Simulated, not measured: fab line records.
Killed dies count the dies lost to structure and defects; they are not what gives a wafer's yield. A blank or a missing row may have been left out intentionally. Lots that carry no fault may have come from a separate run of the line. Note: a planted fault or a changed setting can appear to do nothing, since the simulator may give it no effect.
Which tool did it? :: flow n5Finfet :: 10 lots with 30 wafers sampled at 4 steps, on a route of 1938 steps

== WHAT THE GAUGES READ, wafer by wafer ==
N5_BEOL_M0_SAQP_CD_MEAS_14: target cd 42.5 nm.
lot: L710
measured: day 5 15:44
on: cdSem-02
cdNm (nm): 42.7 42.6 42.5

lot: L712
measured: day 6 09:12
on: cdSem-03
cdNm (nm): 42.7 42.1 42.9

lot: L714
measured: day 6 18:49
on: cdSem-03
cdNm (nm): 42.5 42.0 42.2

lot: L718
measured: day 7 16:02
on: cdSem-02
cdNm (nm): 43.1 43.0 42.9

lot: L722
measured: day 9 00:52
on: cdSem-02
cdNm (nm): 49.5 49.0 48.9

lot: L723
measured: day 9 01:51
on: cdSem-02
cdNm (nm): 49.7 49.0 48.8

lot: L724
measured: day 9 06:59
on: cdSem-03
cdNm (nm): 47.7 47.7 47.7

lot: L729
measured: day 10 12:22
on: cdSem-01
cdNm (nm): 42.5 42.1 42.2

lot: L730
measured: day 10 15:55
on: cdSem-02
cdNm (nm): 41.6 42.2 42.1

lot: L732
measured: day 11 06:59
on: cdSem-02
cdNm (nm): 41.4 42.3 42.2

== WHAT TOOL EACH LOT RAN ON (gives the tool, then ch and the chambers of the sampled wafers, and finally the start) ==
lot: L710
N5_MOL_CONTACT_COAG_CMP_52: cmp-04 ch 0,3, day 5 10:45
N5_BEOL_M0_SAQP_PECVD_03: pecvd-02 ch 0,2, day 5 15:10
N5_BEOL_M0_SAQP_PEB_12: lithoTrack-05 ch 0, day 5 15:40

lot: L712
N5_MOL_CONTACT_COAG_CMP_52: cmp-04 ch 0,1,3, day 6 03:29
N5_BEOL_M0_SAQP_PECVD_03: pecvd-02 ch 0,1, day 6 08:29
N5_BEOL_M0_SAQP_PEB_12: lithoTrack-01 ch 0, day 6 09:08

lot: L714
N5_MOL_CONTACT_COAG_CMP_52: cmp-01 ch 0,3, day 6 12:19
N5_BEOL_M0_SAQP_PECVD_03: pecvd-03 ch 1,2, day 6 18:13
N5_BEOL_M0_SAQP_PEB_12: lithoTrack-02 ch 0, day 6 18:44

lot: L718
N5_MOL_CONTACT_COAG_CMP_52: cmp-04 ch 0,1,3, day 7 10:25
N5_BEOL_M0_SAQP_PECVD_03: pecvd-03 ch 0,2, day 7 15:20
N5_BEOL_M0_SAQP_PEB_12: lithoTrack-01 ch 0, day 7 15:58

lot: L722
N5_MOL_CONTACT_COAG_CMP_52: cmp-02 ch 0,3, day 8 18:10
N5_BEOL_M0_SAQP_PECVD_03: pecvd-02 ch 0,2, day 9 00:04
N5_BEOL_M0_SAQP_PEB_12: lithoTrack-01 ch 0, day 9 00:47

lot: L723
N5_MOL_CONTACT_COAG_CMP_52: cmp-01 ch 0,1,2, day 8 18:21
N5_BEOL_M0_SAQP_PECVD_03: pecvd-02 ch 0,1, day 9 01:10
N5_BEOL_M0_SAQP_PEB_12: lithoTrack-01 ch 0, day 9 01:47

lot: L724
N5_MOL_CONTACT_COAG_CMP_52: cmp-01 ch 0,1,3, day 8 23:22
N5_BEOL_M0_SAQP_PECVD_03: pecvd-02 ch 0,2, day 9 06:17
N5_BEOL_M0_SAQP_PEB_12: lithoTrack-01 ch 0, day 9 06:55

lot: L729
N5_MOL_CONTACT_COAG_CMP_52: cmp-04 ch 1,2,3, day 10 07:05
N5_BEOL_M0_SAQP_PECVD_03: pecvd-01 ch 0,2, day 10 11:42
N5_BEOL_M0_SAQP_PEB_12: lithoTrack-02 ch 0, day 10 12:17

lot: L730
N5_MOL_CONTACT_COAG_CMP_52: cmp-04 ch 0,1,3, day 10 09:50
N5_BEOL_M0_SAQP_PECVD_03: pecvd-02 ch 0,1, day 10 15:19
N5_BEOL_M0_SAQP_PEB_12: lithoTrack-02 ch 0, day 10 15:50

lot: L732
N5_MOL_CONTACT_COAG_CMP_52: cmp-01 ch 0,1,2, day 11 01:14
N5_BEOL_M0_SAQP_PECVD_03: pecvd-03 ch 0,1,2, day 11 06:25
N5_BEOL_M0_SAQP_PEB_12: lithoTrack-02 ch 0, day 11 06:55
- N5_MOL_CONTACT_COAG_CMP_52: polishes, stops on SiO2, t overpolish 1.5 s, target thk 66.5 nm.
- N5_BEOL_M0_SAQP_PECVD_03: deposits SiCN from 3MS/NH3, target thk 12 nm, time 21.1 s.
- N5_BEOL_M0_SAQP_PEB_12: peb time 60 s.

== THE ANSWER, worked out from the rows above alone ==
Rule: usual is defined by the lots themselves. The widest of any qualifying gaps counts: lots, ordered by their means at a reading, are off when they make up no more than a third of the lots, leave a main group of 4 or more, and stand apart from it by 3 or more times the standard deviation of that group's means. A main group is skipped when, at the precision printed for the reading in the tables above, its means are all equal. A lot without any number at a reading at which 4 lots or more have one is off too. The other lots that the step has rows for count as sound.
Off at N5_BEOL_M0_SAQP_CD_MEAS_14 (cdNm): L722, L723, L724. The main group has a mean of 42.4 nm with a standard deviation of 0.35.
If a tool, at a process step before that reading, ran all the lots that are off and no sound lot after the first of them, it fits. The gauges at N5_BEOL_M0_SAQP_CD_MEAS_14 are tried like those tools. One candidate fits, namely lithoTrack-01 at N5_BEOL_M0_SAQP_PEB_12. A fault onset in the window from L718 (day 7 15:58, its last sound lot) to L722 (day 9 00:47, its first lot off) fits.

== WHAT THE SIMULATOR HAD PUT IN ==
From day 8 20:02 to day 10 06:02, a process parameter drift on lithoTrack-01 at N5_BEOL_M0_SAQP_PEB_12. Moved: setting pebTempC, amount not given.
Lots struck among those shown: L722, L723, L724. The rule above reached the same finding.
